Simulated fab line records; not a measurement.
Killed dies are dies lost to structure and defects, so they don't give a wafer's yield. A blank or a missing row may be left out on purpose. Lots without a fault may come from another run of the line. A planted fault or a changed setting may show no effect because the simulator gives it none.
fab line records + flow nandHarc
record
- lots=12
- wafers=36
- lastDay=34
route steps=1302 shown HYBRID_BOND@1237 THIN_TSV@1271 END@1302
lots that met no fault: from a run of the same line without faults
startH: the number of hours between the record's first day and the start of the first shown wafer of the lot + waitH: time in hours since the lot's previous step + " unchanged from the row above + L1.1+2: one row covering several wafers at once + - value missing, or start not given + * or withheld: withheld + < > ~ a bound
route shown NAME@n: a module of which the file shows steps, and the number in the route of the first + usual: average and standard deviation across the fault-free wafers + same: alike in all rows + chamber/n: place in a boat + sites: readings site by site + _std_site: standard deviation across them + _edge_site: outer sites' mean less inner sites' + radiusMm: for every site, how far away it sits from the centre of the wafer + mask NAME#n: copy n + behind: tool/chamber where the wafer was last shaped + hold: the reason the lot was held/the length of the hold in hours/how it ended + device: the n, p or np transistor that did not switch + end of line: the same wafers' tests at the end of the route + a step with no rows: only its recipe + killed: dies that structure and defects cost at the first sort, which is not the same as the wafer's yield + map: a wafer's dies, marking killed ones x, the rest . and places with no die _
set.NAME: the run value of the setting; set.NAME@STEP: its run value at that earlier step + model.NAME: the simulator's own value behind a step, which no gauge read
a sample of lots followed through the steps of the route, with each step as a table and each wafer as a row
services: a tool's chamber out of use, with start hour (startH, from the record's first day; less than 0 if before it), hours out, and reason
## steps
# step NHARC_HYBRID_BOND_ACTIVATE_00
# recipe
- timeS=60
- n2FlowSccm=200
- arFlowSccm=0
- biasPowerW=0
- chemistry=N2
# usual
- drypumpMotorCurrentA=5.7/0.48
- oesProductAu=0.998/0.0084
- rfVppV=64.3/0.87
- showerheadPlenumPTorr=1.79/0.056
| lot.wafer | tool       | chamber | startH | waitH | drypumpMotorCurrentA | oesProductAu | rfHoursCounterH | rfVppV | showerheadPlenumPTorr |
|-----------|------------|---------|--------|-------|----------------------|--------------|-----------------|--------|-----------------------|
| L236.3    | rieDiel-07 | 2       | 537.69 | 0.1   | 5.1                  | 1.004        | 5               | 62.6   | 1.73                  |
| L236.1    | "          | 0       | "      | "     | 5.3                  | 1.005        | 5               | 64.2   | 1.74                  |
| L236.2    | "          | 1       | "      | "     | 5.8                  | 1.008        | 5               | 63.4   | 1.79                  |
| L237.4    | rieDiel-07 | 2       | 540.20 | 0.1   | 5.1                  | 0.995        | 5               | 64.1   | 1.73                  |
| L237.1    | "          | 3       | "      | "     | 5.5                  | 0.981        | 4               | 64.3   | 1.84                  |
| L237.2    | "          | 0       | "      | "     | 5.3                  | 1.001        | 5               | 64.3   | 1.74                  |
| L239.3    | rieDiel-06 | 3       | 557.58 | 0.1   | 6.5                  | 0.999        | 14              | 64.6   | 1.86                  |
| L239.1    | "          | 0       | "      | "     | 6.0                  | 1.007        | 23              | 65.3   | 1.74                  |
| L239.2    | "          | 2       | "      | "     | 6.5                  | 1.004        | 20              | 64.2   | 1.79                  |
| L242.1    | rieDiel-07 | 0       | 592.52 | 0.1   | 5.3                  | 1.004        | 10              | 63.7   | 1.74                  |
| L242.4    | "          | 1       | "      | "     | 5.9                  | 1.002        | 9               | 64.5   | 1.79                  |
| L242.2    | "          | 2       | "      | "     | 5.1                  | 1.009        | 9               | 65.5   | 1.73                  |
| L244.2    | rieDiel-06 | 0       | 609.45 | 0.1   | 5.9                  | 0.999        | 40              | 63.5   | 1.73                  |
| L244.5    | "          | 0       | "      | "     | 6.0                  | 1.003        | -               | 64.0   | 1.73                  |
| L244.6    | "          | 1       | "      | "     | 6.4                  | 1.003        | -               | 64.2   | 1.89                  |
| L247.3    | rieDiel-01 | 2       | 635.96 | 0.1   | 6.1                  | 0.999        | 25              | 65.0   | 1.89                  |
| L247.2    | "          | 3       | "      | "     | 5.9                  | 0.997        | 22              | 64.5   | 1.87                  |
| L247.4    | "          | 0       | "      | "     | 5.6                  | 1.005        | 26              | 63.6   | 1.67                  |
| L248.2    | rieDiel-07 | 2       | 660.84 | 0.1   | 5.1                  | 1.002        | 1               | 61.4   | 1.73                  |
| L248.3    | "          | 1       | "      | "     | 5.8                  | 0.987        | 0               | 65.1   | 1.79                  |
| L248.5    | "          | 3       | "      | "     | 5.5                  | 0.997        | -               | 64.0   | 1.84                  |
| L249.2    | rieDiel-07 | 0       | 663.53 | 0.1   | 5.3                  | 1.008        | 1               | 63.5   | 1.74                  |
| L249.4    | "          | 1       | "      | "     | 5.9                  | 0.988        | 0               | 65.2   | 1.79                  |
| L249.3    | "          | 3       | "      | "     | 5.5                  | 0.986        | 1               | 64.4   | 1.84                  |
| L252.2    | rieDiel-06 | 0       | 676.03 | 0.1   | 6.0                  | 0.989        | 1               | 64.2   | 1.73                  |
| L252.3    | "          | 3       | "      | "     | 6.5                  | 0.995        | 2               | 63.3   | 1.85                  |
| L252.6    | "          | 1       | "      | "     | 6.4                  | 0.998        | -               | 64.1   | 1.88                  |
| L257.4    | rieDiel-07 | 1       | 743.94 | 0.1   | 5.9                  | 0.985        | 5               | 63.4   | 1.79                  |
| L257.1    | "          | 2       | "      | "     | 5.1                  | 1.005        | 6               | 63.9   | 1.72                  |
| L257.5    | "          | 1       | "      | "     | 5.9                  | 0.995        | -               | 63.0   | 1.79                  |
| L258.3    | rieDiel-06 | 2       | 762.41 | 0.2   | 6.4                  | 1.014        | 28              | 63.8   | 1.77                  |
| L258.4    | "          | 3       | "      | "     | 6.5                  | 0.997        | 27              | 64.1   | 1.84                  |
| L258.5    | "          | 3       | "      | "     | 6.5                  | 0.999        | -               | 64.3   | 1.84                  |
| L259.4    | rieDiel-07 | 2       | 771.71 | 0.1   | 5.1                  | 1.011        | 7               | 63.4   | 1.72                  |
| L259.1    | "          | 3       | "      | "     | 5.5                  | 0.989        | 7               | 64.6   | 1.84                  |
| L259.5    | "          | 0       | "      | "     | 5.3                  | 1.012        | -               | 63.5   | 1.74                  |
# step NHARC_THIN_TSV_PRE_CLEAN_50
# recipe
- timeS=30
- tempC=280
- gas=H2/He
# usual
- heaterPowerW=406/43
| lot.wafer | tool          | chamber | startH | waitH | heaterPowerW |
|-----------|---------------|---------|--------|-------|--------------|
| L236.3    | pvdSputter-01 | -       | -      | -     | 360          |
| L236.1    | "             | -       | "      | "     | 382          |
| L236.2    | "             | -       | "      | "     | 410          |
| L237.2    | pvdSputter-03 | -       | -      | -     | 373          |
| L237.1    | "             | -       | "      | "     | 395          |
| L237.4    | "             | -       | "      | "     | 377          |
| L239.2    | pvdSputter-01 | -       | -      | -     | 361          |
| L239.1    | "             | -       | "      | "     | 380          |
| L239.3    | "             | -       | "      | "     | 537          |
| L242.1    | pvdSputter-01 | -       | -      | -     | 368          |
| L242.4    | "             | -       | "      | "     | 534          |
| L242.2    | "             | -       | "      | "     | 362          |
| L244.2    | pvdSputter-02 | -       | -      | -     | 363          |
| L244.6    | "             | -       | "      | "     | 427          |
| L244.5    | "             | -       | "      | "     | 371          |
| L247.2    | pvdSputter-02 | -       | -      | -     | 370          |
| L247.4    | "             | -       | "      | "     | 419          |
| L247.3    | "             | -       | "      | "     | 442          |
| L248.2    | pvdSputter-03 | -       | -      | -     | 375          |
| L248.3    | "             | -       | "      | "     | 381          |
| L248.5    | "             | -       | "      | "     | 379          |
| L249.2    | pvdSputter-01 | -       | -      | -     | 428          |
| L249.4    | "             | -       | "      | "     | 361          |
| L249.3    | "             | -       | "      | "     | 507          |
| L252.2    | pvdSputter-01 | -       | -      | -     | 521          |
| L252.3    | "             | -       | "      | "     | 370          |
| L252.6    | "             | -       | "      | "     | 538          |
| L257.1    | pvdSputter-03 | -       | -      | -     | 389          |
| L257.4    | "             | -       | "      | "     | 428          |
| L257.5    | "             | -       | "      | "     | 401          |
| L258.4    | pvdSputter-02 | -       | -      | -     | 424          |
| L258.3    | "             | -       | "      | "     | 437          |
| L258.5    | "             | -       | "      | "     | 362          |
| L259.4    | pvdSputter-01 | -       | -      | -     | 330          |
| L259.1    | "             | -       | "      | "     | 352          |
| L259.5    | "             | -       | "      | "     | 362          |
# step NHARC_THIN_TSV_DEGAS_53
# recipe
- tempC=300
- timeS=60
# usual
- heaterPowerW=462/49
| lot.wafer | tool          | chamber | startH | waitH | heaterPowerW |
|-----------|---------------|---------|--------|-------|--------------|
| L236.2    | pvdSputter-03 | -       | 555.37 | 0.1   | 420          |
| L236.3    | "             | -       | "      | "     | 449          |
| L236.1    | "             | -       | "      | "     | 457          |
| L237.4    | pvdSputter-03 | -       | 556.33 | 0.1   | 459          |
| L237.1    | "             | -       | "      | "     | 475          |
| L237.2    | "             | -       | "      | "     | 420          |
| L239.1    | pvdSputter-03 | -       | 574.92 | 0.1   | 421          |
| L239.2    | "             | -       | "      | "     | 483          |
| L239.3    | "             | -       | "      | "     | 432          |
| L242.2    | pvdSputter-01 | -       | 610.24 | 0.1   | 596          |
| L242.4    | "             | -       | "      | "     | 485          |
| L242.1    | "             | -       | "      | "     | 417          |
| L244.2    | pvdSputter-03 | -       | 626.83 | 0.1   | 427          |
| L244.6    | "             | -       | "      | "     | 450          |
| L244.5    | "             | -       | "      | "     | 419          |
| L247.3    | pvdSputter-02 | -       | 653.70 | 0.1   | 429          |
| L247.2    | "             | -       | "      | "     | 471          |
| L247.4    | "             | -       | "      | "     | 505          |
| L248.2    | pvdSputter-03 | -       | 677.64 | 0.1   | 414          |
| L248.3    | "             | -       | "      | "     | 441          |
| L248.5    | "             | -       | "      | "     | 474          |
| L249.4    | pvdSputter-01 | -       | 679.00 | 0.1   | 604          |
| L249.3    | "             | -       | "      | "     | 483          |
| L249.2    | "             | -       | "      | "     | 415          |
| L252.2    | pvdSputter-03 | -       | 693.15 | 0.1   | 417          |
| L252.3    | "             | -       | "      | "     | 467          |
| L252.6    | "             | -       | "      | "     | 431          |
| L257.1    | pvdSputter-03 | -       | 769.66 | 0.1   | 493          |
| L257.4    | "             | -       | "      | "     | 440          |
| L257.5    | "             | -       | "      | "     | 443          |
| L258.4    | pvdSputter-01 | -       | 779.78 | 0.1   | 627          |
| L258.3    | "             | -       | "      | "     | 404          |
| L258.5    | "             | -       | "      | "     | 492          |
| L259.1    | pvdSputter-01 | -       | 792.09 | 0.1   | 485          |
| L259.4    | "             | -       | "      | "     | 389          |
| L259.5    | "             | -       | "      | "     | 483          |
# step NHARC_THIN_TSV_STRIP_57
# recipe
- timeS=1200
- tempC=72.5
- chemistry=postEtchResidueRemover
# usual
- tempC=72.50/0.12
| lot.wafer | tool        | chamber | startH | waitH | tempC |
|-----------|-------------|---------|--------|-------|-------|
| L236.2    | wetBench-10 | 7       | 557.51 | 0.3   | 72.55 |
| L236.1    | "           | 2       | "      | "     | 72.48 |
| L236.3    | "           | 3       | "      | "     | 72.53 |
| L237.1    | wetBench-10 | 7       | 558.48 | 0.3   | 72.43 |
| L237.2    | "           | 0       | "      | "     | 72.30 |
| L237.4    | "           | 2       | "      | "     | 72.27 |
| L239.1    | wetBench-10 | 1       | 577.08 | 0.3   | 72.51 |
| L239.3    | "           | 2       | "      | "     | 72.53 |
| L239.2    | "           | 5       | "      | "     | 72.42 |
| L242.1    | wetBench-10 | 7       | 612.39 | 0.3   | 72.51 |
| L242.4    | "           | 1       | "      | "     | 72.29 |
| L242.2    | "           | 2       | "      | "     | 72.46 |
| L244.6    | wetBench-08 | 3       | 628.94 | 0.1   | 72.66 |
| L244.5    | "           | 5       | "      | "     | 72.43 |
| L244.2    | "           | 0       | "      | "     | 72.66 |
| L247.3    | wetBench-08 | 6       | 655.90 | 0.2   | 72.46 |
| L247.4    | "           | 1       | "      | "     | 72.78 |
| L247.2    | "           | 3       | "      | "     | 72.33 |
| L248.2    | wetBench-08 | 6       | 679.81 | 0.3   | 72.62 |
| L248.3    | "           | 7       | "      | "     | 72.43 |
| L248.5    | "           | 0       | "      | "     | 72.44 |
| L249.3    | wetBench-08 | 6       | 681.00 | 0.2   | 72.37 |
| L249.4    | "           | 7       | "      | "     | 72.46 |
| L249.2    | "           | 2       | "      | "     | 72.45 |
| L252.2    | wetBench-08 | 4       | 695.29 | 0.3   | 72.42 |
| L252.3    | "           | 0       | "      | "     | 72.46 |
| L252.6    | "           | 1       | "      | "     | 72.45 |
| L257.4    | wetBench-10 | 5       | 771.79 | 0.2   | 72.38 |
| L257.1    | "           | 6       | "      | "     | 72.51 |
| L257.5    | "           | 2       | "      | "     | 72.45 |
| L258.3    | wetBench-08 | 0       | 781.85 | 0.2   | 72.38 |
| L258.4    | "           | 2       | "      | "     | 72.65 |
| L258.5    | "           | 4       | "      | "     | 72.48 |
| L259.4    | wetBench-10 | 0       | 794.13 | 0.2   | 72.68 |
| L259.1    | "           | 3       | "      | "     | 72.51 |
| L259.5    | "           | 5       | "      | "     | 72.46 |
# step NHARC_THIN_TSV_INSPECT_40
# usual
- rawDefectCount=541/83
| lot.wafer | tool             | chamber | startH | waitH | rawDefectCount |
|-----------|------------------|---------|--------|-------|----------------|
| L236.1    | defectInspect-02 | -       | 562.59 | 0.4   | 494            |
| L236.2    | "                | -       | "      | "     | 521            |
| L236.3    | "                | -       | "      | "     | 581            |
| L237.1    | defectInspect-01 | -       | 562.59 | 0.4   | 506            |
| L237.2    | "                | -       | "      | "     | 507            |
| L237.4    | "                | -       | "      | "     | 517            |
| L239.1    | defectInspect-02 | -       | 582.78 | 0.4   | 464            |
| L239.2    | "                | -       | "      | "     | 362            |
| L239.3    | "                | -       | "      | "     | 404            |
| L242.1    | defectInspect-01 | -       | 616.42 | 0.4   | 704            |
| L242.2    | "                | -       | "      | "     | 582            |
| L242.4    | "                | -       | "      | "     | 459            |
| L244.2    | defectInspect-02 | -       | 633.98 | 0.4   | 605            |
| L244.5    | "                | -       | "      | "     | 588            |
| L244.6    | "                | -       | "      | "     | 643            |
| L247.2    | defectInspect-01 | -       | 662.08 | 0.4   | 460            |
| L247.3    | "                | -       | "      | "     | 518            |
| L247.4    | "                | -       | "      | "     | 502            |
| L249.2    | defectInspect-02 | -       | 684.91 | 0.4   | 1021           |
| L249.3    | "                | -       | "      | "     | 1059           |
| L249.4    | "                | -       | "      | "     | 1067           |
| L248.2    | defectInspect-01 | -       | 684.91 | 0.4   | 578            |
| L248.3    | "                | -       | "      | "     | 495            |
| L248.5    | "                | -       | "      | "     | 560            |
| L252.2    | defectInspect-02 | -       | 699.30 | 0.4   | 1079           |
| L252.3    | "                | -       | "      | "     | 1037           |
| L252.6    | "                | -       | "      | "     | 997            |
| L257.1    | defectInspect-02 | -       | 779.35 | 0.4   | 445            |
| L257.4    | "                | -       | "      | "     | 568            |
| L257.5    | "                | -       | "      | "     | 568            |
| L258.3    | defectInspect-02 | -       | 789.76 | 0.4   | 588            |
| L258.4    | "                | -       | "      | "     | 524            |
| L258.5    | "                | -       | "      | "     | 665            |
| L259.1    | defectInspect-01 | -       | 800.32 | 0.4   | 588            |
| L259.4    | "                | -       | "      | "     | 589            |
| L259.5    | "                | -       | "      | "     | 580            |
# step NHARC_END_SORT_01
# recipe
- tempC=25
# usual
- defectLimitedYield=91.6/2.6
- killedAtArray=52/17
- killedAtOther=0.8/1.1
- killedAtPeriphery=3.2/2.2
- killedDies=57/17
- killedOpen=3.4/1.8
- killedShort=2.4/1.6
- sort_bin_2_pct=2.9/1.1
- sort_bin_3_pct=0.6/0.38
- sort_bin_4_pct=4.8/1.5
- sortNPass=620/17
- sortRimYieldPct=92/4.9
- sortYieldPct=91.6/2.6
# same
- grossDies=677
- sort_bin_5_pct[%]=0
- sort_bin_6_pct[%]=0
- sort_bin_7_pct[%]=0
- sort_bin_8_pct[%]=0
- sortRimNGross=106.00
| lot.wafer | tool      | chamber | startH | waitH | defectLimitedYield[%] | killedAtArray | killedAtOther | killedAtPeriphery | killedDies | killedOpen | killedShort | sort_bin_2_pct[%] | sort_bin_3_pct[%] | sort_bin_4_pct[%] | sortNPass | sortRimYieldPct[%] | sortYieldPct[%] |
|-----------|-----------|---------|--------|-------|-----------------------|---------------|---------------|-------------------|------------|------------|-------------|-------------------|-------------------|-------------------|-----------|--------------------|-----------------|
| L236.1    | prober-02 | 0       | 565.60 | 2.5   | 88.0                  | 74            | 2             | 5                 | 81         | 4          | 6           | 4.0               | 0.9               | 7.1               | 596       | 97                 | 88.0            |
| L236.2    | prober-02 | 0       | 566.41 | 2.8   | 91.0                  | 54            | 3             | 4                 | 61         | 5          | 1           | 4.3               | 0.3               | 4.4               | 616       | 84                 | 91.0            |
| L236.3    | prober-02 | 0       | 567.21 | 3.1   | 90.5                  | 57            | 0             | 7                 | 64         | 3          | 1           | 4.0               | 0.7               | 4.7               | 613       | 83                 | 90.5            |
| L237.1    | prober-01 | 0       | 565.62 | 2.5   | 88.6                  | 72            | 1             | 4                 | 77         | 4          | 1           | 4.9               | 0.4               | 6.1               | 600       | 87                 | 88.6            |
| L237.2    | prober-01 | 0       | 566.42 | 2.8   | 88.5                  | 72            | 1             | 5                 | 78         | 3          | 0           | 4.7               | 1.2               | 5.6               | 599       | 88                 | 88.5            |
| L237.4    | prober-01 | 0       | 568.02 | 3.4   | 90.1                  | 64            | 0             | 3                 | 67         | 2          | 3           | 4.0               | 1.3               | 4.6               | 610       | 93                 | 90.1            |
| L249.2    | prober-01 | 0       | 688.70 | 2.8   | 82.3                  | 39            | 81            | 0                 | 120        | 2          | 0           | 7.1               | 4.3               | 6.4               | 557       | 92                 | 82.3            |
| L249.3    | prober-01 | 0       | 689.50 | 3.1   | 79.0                  | 58            | 83            | 1                 | 142        | 0          | 6           | 8.4               | 4.9               | 7.7               | 535       | 92                 | 79.0            |
| L249.4    | prober-01 | 0       | 690.29 | 3.4   | 82.4                  | 33            | 86            | 0                 | 119        | 4          | 0           | 8.7               | 3.1               | 5.8               | 558       | 91                 | 82.4            |
| L248.2    | prober-02 | 0       | 688.75 | 2.8   | 90.0                  | 63            | 1             | 4                 | 68         | 4          | 3           | 3.8               | 0.9               | 5.3               | 609       | 87                 | 90.0            |
| L248.3    | prober-02 | 0       | 689.56 | 3.1   | 91.0                  | 58            | 2             | 1                 | 61         | 2          | 3           | 3.0               | 0.9               | 5.2               | 616       | 88                 | 91.0            |
| L248.5    | prober-02 | 0       | 691.18 | 3.7   | 92.5                  | 48            | 0             | 3                 | 51         | 3          | 2           | 2.4               | 1.0               | 4.1               | 626       | 89                 | 92.5            |
| L252.2    | prober-02 | 0       | 710.93 | 2.8   | 88.3                  | 50            | 26            | 3                 | 79         | 4          | 3           | 4.0               | 1.5               | 6.2               | 598       | 89                 | 88.3            |
| L252.3    | prober-02 | 0       | 711.73 | 3.1   | 83.0                  | 41            | 74            | 0                 | 115        | 2          | 2           | 7.2               | 3.5               | 6.2               | 562       | 92                 | 83.0            |
| L252.6    | prober-02 | 0       | 714.13 | 4.0   | 84.8                  | 40            | 60            | 3                 | 103        | 2          | 2           | 5.0               | 4.0               | 6.2               | 574       | 81                 | 84.8            |
# killed by level:class
L236.1 A_CHANNEL_HOLE_D1:chamberFilmFlake=36 A_SLIT:chamberFilmFlake=21 A_STAIRCASE:chamberFilmFlake=3 A_CHANNEL_FILL_D1:geometricParticle:short=2 A_CHANNEL_FILL_D2:geometricParticle:short=2 P_M1:chamberFilmFlake=2 A_CHANNEL_HOLE_D2:chamberFilmFlake=2 A_CONTACT:chamberFilmFlake=2
L237.1 A_CHANNEL_HOLE_D1:chamberFilmFlake=35 A_CHANNEL_HOLE_D2:chamberFilmFlake=19 A_CONTACT:chamberFilmFlake=7 A_STAIRCASE:chamberFilmFlake=5 P_M2:chamberFilmFlake=2 P_M1:geometricParticle:open=1 A_ONON_D2:geometricParticle:open=1 A_SGD_CUT:geometricParticle:short=1
L236.2 A_CHANNEL_HOLE_D1:chamberFilmFlake=25 A_SLIT:chamberFilmFlake=12 A_CHANNEL_HOLE_D2:chamberFilmFlake=4 A_CONTACT:chamberFilmFlake=3 THIN_TSV:chamberFilmFlake=3 P_M1:chamberFilmFlake=2 A_STAIRCASE:chamberFilmFlake=2 P_CONTACT:geometricParticle:open=1
L237.2 A_CHANNEL_HOLE_D2:chamberFilmFlake=31 A_CHANNEL_HOLE_D1:chamberFilmFlake=23 A_STAIRCASE:chamberFilmFlake=5 A_CONTACT:chamberFilmFlake=5 A_ZERO_WELL:chamberFilmFlake=4 P_STI:chamberFilmFlake=2 P_GATE:geometricParticle:open=1 A_ONON_D2:geometricParticle:open=1
L236.3 A_CHANNEL_HOLE_D1:chamberFilmFlake=25 A_SLIT:chamberFilmFlake=18 P_M1:chamberFilmFlake=4 A_CHANNEL_HOLE_D2:chamberFilmFlake=4 A_ZERO_WELL:chamberFilmFlake=3 A_CONTACT:chamberFilmFlake=3 P_M0:geometricParticle:open=1 A_CHANNEL_FILL_D2:geometricParticle:short=1
L237.4 A_CHANNEL_HOLE_D1:chamberFilmFlake=23 A_CHANNEL_HOLE_D2:chamberFilmFlake=22 A_CONTACT:chamberFilmFlake=8 A_WL_FILL:chamberFilmFlake=3 P_BONDPAD:geometricParticle:open=1 A_SOURCE_PLATE:geometricParticle:short=1 A_ONON_D1:geometricParticle:open=1 A_DECK1_JOINT:geometricParticle:short=1
L249.2 THIN_TSV:unspecified=80 A_CHANNEL_HOLE_D1:chamberFilmFlake=20 A_STAIRCASE:chamberFilmFlake=7 A_SLIT:chamberFilmFlake=4 A_CONTACT:chamberFilmFlake=3 A_ZERO_WELL:chamberFilmFlake=2 A_ONON_D1:geometricParticle:open=1 A_CHANNEL_FILL_D1:geometricParticle:open=1
L248.2 A_SLIT:chamberFilmFlake=26 A_CHANNEL_HOLE_D1:chamberFilmFlake=9 A_STAIRCASE:chamberFilmFlake=8 A_CONTACT:chamberFilmFlake=5 A_CHANNEL_HOLE_D2:chamberFilmFlake=4 A_BLC:geometricParticle:short=2 P_BONDPAD:chamberFilmFlake=2 A_SGD_CUT:chamberFilmFlake=2
L249.3 THIN_TSV:unspecified=82 A_CHANNEL_HOLE_D1:chamberFilmFlake=37 A_STAIRCASE:chamberFilmFlake=4 A_CONTACT:chamberFilmFlake=3 A_BLC:chamberFilmFlake=3 A_CHANNEL_FILL_D2:geometricParticle:short=2 A_SLIT:chamberFilmFlake=2 A_WL_FILL:chamberFilmFlake=2
L248.3 A_SLIT:chamberFilmFlake=23 A_CHANNEL_HOLE_D1:chamberFilmFlake=12 A_CHANNEL_HOLE_D2:chamberFilmFlake=5 A_CONTACT:chamberFilmFlake=5 A_STAIRCASE:chamberFilmFlake=4 A_SGD_CUT:chamberFilmFlake=2 HYBRID_BOND:chamberFilmFlake=2 P_CONTACT:geometricParticle:open=1
L249.4 THIN_TSV:unspecified=86 A_CHANNEL_HOLE_D1:chamberFilmFlake=23 A_CONTACT:chamberFilmFlake=2 A_ONON_D1:geometricParticle:open=1 A_ONON_D2:geometricParticle:open=1 A_WL_FILL:geometricParticle:open=1 A_M0:geometricParticle:open=1 A_SLIT:chamberFilmFlake=1
L248.5 A_SLIT:chamberFilmFlake=18 A_CHANNEL_HOLE_D2:chamberFilmFlake=7 A_CHANNEL_HOLE_D1:chamberFilmFlake=5 A_STAIRCASE:chamberFilmFlake=5 A_CONTACT:chamberFilmFlake=3 P_GATE:chamberFilmFlake=2 A_ONON_D1:geometricParticle:short=1 A_CHANNEL_HOLE_D2:geometricParticle:open=1
L252.2 A_CHANNEL_HOLE_D1:chamberFilmFlake=32 THIN_TSV:unspecified=26 A_WL_FILL:chamberFilmFlake=5 A_M0:geometricParticle:open=3 A_SLIT:chamberFilmFlake=3 A_CONTACT:chamberFilmFlake=2 P_M0:geometricParticle:open=1 A_CHANNEL_HOLE_D1:geometricParticle:short=1
L252.3 THIN_TSV:unspecified=74 A_CHANNEL_HOLE_D1:chamberFilmFlake=30 A_SLIT:chamberFilmFlake=4 A_SOURCE_PLATE:geometricParticle:short=1 A_CHANNEL_FILL_D1:geometricParticle:open=1 A_CHANNEL_FILL_D2:geometricParticle:short=1 A_M0:geometricParticle:open=1 A_ZERO_WELL:chamberFilmFlake=1
L252.6 THIN_TSV:unspecified=60 A_CHANNEL_HOLE_D1:chamberFilmFlake=19 A_WL_FILL:chamberFilmFlake=4 A_CONTACT:chamberFilmFlake=4 A_STAIRCASE:chamberFilmFlake=3 A_SLIT:chamberFilmFlake=3 A_ONON_D1:geometricParticle:short=1 A_CHANNEL_FILL_D1:geometricParticle:open=1
## services
| tool          | chamber | startH | hours | kind   |
|---------------|---------|--------|-------|--------|
| pvdSputter-03 | -       | 526.91 | 10.0  | pm     |
| rieDiel-07    | 3       | 532.46 | 6.9   | repair |
| rieDiel-06    | 3       | 532.99 | 20.9  | repair |
| wetBench-08   | -       | 540.71 | 1.2   | repair |
| pvdSputter-01 | -       | 582.00 | 10.0  | pm     |
| rieDiel-06    | -       | 597.62 | 0.4   | repair |
| pvdSputter-01 | -       | 600.61 | 2.0   | repair |
| rieDiel-07    | 1       | 632.49 | 1.6   | repair |
| rieDiel-06    | 0       | 637.70 | 1.3   | repair |
| pvdSputter-02 | -       | 638.08 | 10.0  | pm     |
| wetBench-08   | -       | 646.41 | 8.0   | pm     |
| rieDiel-07    | -       | 648.48 | 9.0   | pm     |
| pvdSputter-03 | -       | 652.81 | 2.8   | repair |
| rieDiel-06    | -       | 661.64 | 9.0   | pm     |
| wetBench-10   | -       | 663.20 | 8.0   | pm     |
| rieDiel-07    | -       | 666.42 | 0.2   | repair |
| pvdSputter-02 | -       | 678.60 | 5.5   | repair |
| pvdSputter-01 | -       | 689.95 | 1.1   | repair |
| rieDiel-07    | 1       | 702.04 | 1.9   | repair |
| pvdSputter-03 | -       | 704.91 | 10.0  | pm     |
| rieDiel-06    | 1       | 734.13 | 16.5  | repair |
| rieDiel-07    | 1       | 736.30 | 6.2   | repair |
| pvdSputter-01 | -       | 747.56 | 12.3  | repair |
| pvdSputter-01 | -       | 760.00 | 10.0  | pm     |
## key
firstSign
- step=NHARC_THIN_TSV_INSPECT_40
- reading=rawDefectCount
- direction=up
- sigmas=6
- usual=541
- struck=1043
effect
- step=NHARC_END_SORT_01
- reading=killedAtOther
- direction=up
- sigmas=60
- usual=0.8
- struck=68.3
moreKillsBornAt
- NHARC_THIN_TSV_STRIP_57@wetBench-08=408
metAt NHARC_THIN_TSV_STRIP_57
struckLots L249,L252
notActingAt NHARC_HYBRID_BOND_ACTIVATE_00,NHARC_THIN_TSV_PRE_CLEAN_50,NHARC_THIN_TSV_DEGAS_53
onsetBetween 679.81 681.00
fault
- kind=chamberParticleSource
- tool=wetBench-08
- chamber=-
- onsetH=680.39
- steps=NHARC_THIN_TSV_STRIP_57
- ratePerVisitCm2=0.83046
- endH=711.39
